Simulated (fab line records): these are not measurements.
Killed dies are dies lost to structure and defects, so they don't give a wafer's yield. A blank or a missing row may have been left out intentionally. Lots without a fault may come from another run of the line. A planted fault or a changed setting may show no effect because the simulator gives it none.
Matching of chambers :: flow nand_harc :: NHARC_A_SLIT_DESCUM_14 on rie_diel-04: 4 sister chambers
The step chemistry O2, time 3 s. 4 wafers are shown with their chamber, then 12 later ones without.

WAFERS, EACH WITH ITS CHAMBER
wafer: L091.4
chamber: 2
oes_product_au (a.u.): 0.986

wafer: L093.1
chamber: 3
oes_product_au (a.u.): 1.006

wafer: L093.2
chamber: 0
oes_product_au (a.u.): 0.991

wafer: L093.4
chamber: 1
oes_product_au (a.u.): 0.988

WAFERS WITHOUT THEIR CHAMBER
wafer: L093.3
oes_product_au (a.u.): 0.997

wafer: L093.5
oes_product_au (a.u.): 1.004

wafer: L093.6
oes_product_au (a.u.): 0.988

wafer: L095.3
oes_product_au (a.u.): 0.991

wafer: L095.5
oes_product_au (a.u.): 0.983

wafer: L095.6
oes_product_au (a.u.): 0.991

wafer: L095.1
oes_product_au (a.u.): 0.985

wafer: L095.2
oes_product_au (a.u.): 1.002

wafer: L095.4
oes_product_au (a.u.): 0.993

wafer: L096.4
oes_product_au (a.u.): 0.987

wafer: L096.5
oes_product_au (a.u.): 0.995

wafer: L096.6
oes_product_au (a.u.): 0.987

CHAMBER TAKEN BY EACH
wafer: L093.3
from the rows above: can't be placed: 0 or 1 or 3 or 2
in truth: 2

wafer: L093.5
from the rows above: 3
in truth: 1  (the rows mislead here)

wafer: L093.6
from the rows above: can't be placed: 1 or 2 or 0
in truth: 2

wafer: L095.3
from the rows above: can't be placed: 0 or 1 or 2
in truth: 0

wafer: L095.5
from the rows above: can't be placed: 2 or 1 or 0
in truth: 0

wafer: L095.6
from the rows above: can't be placed: 0 or 1 or 2
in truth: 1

wafer: L095.1
from the rows above: can't be placed: 2 or 1 or 0
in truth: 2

wafer: L095.2
from the rows above: 3
in truth: 3

wafer: L095.4
from the rows above: can't be placed: 0 or 1 or 2
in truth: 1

wafer: L096.4
from the rows above: can't be placed: 1 or 2 or 0
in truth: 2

wafer: L096.5
from the rows above: can't be placed: 0 or 1 or 2
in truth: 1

wafer: L096.6
from the rows above: can't be placed: 1 or 2 or 0
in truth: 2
Placed correctly: 1 of 12. From these rows, 10 cannot be placed; in 10 the true chamber is one of the candidates. Placed wrongly: 1.
How it was worked out, from the rows above alone: a wafer's distance from a chamber is the root of the sum, over the readings, of the square of ((its reading less the chamber's mean) divided by the reading's scatter). The wafer belongs to the nearest chamber; if the next one is less than 2 further off, it can't be placed. For every chamber, the mean is computed from those of its wafers that are shown. The scatter: root of mean squared gap, hidden wafer to nearest shown wafer, with one shown wafer a chamber.
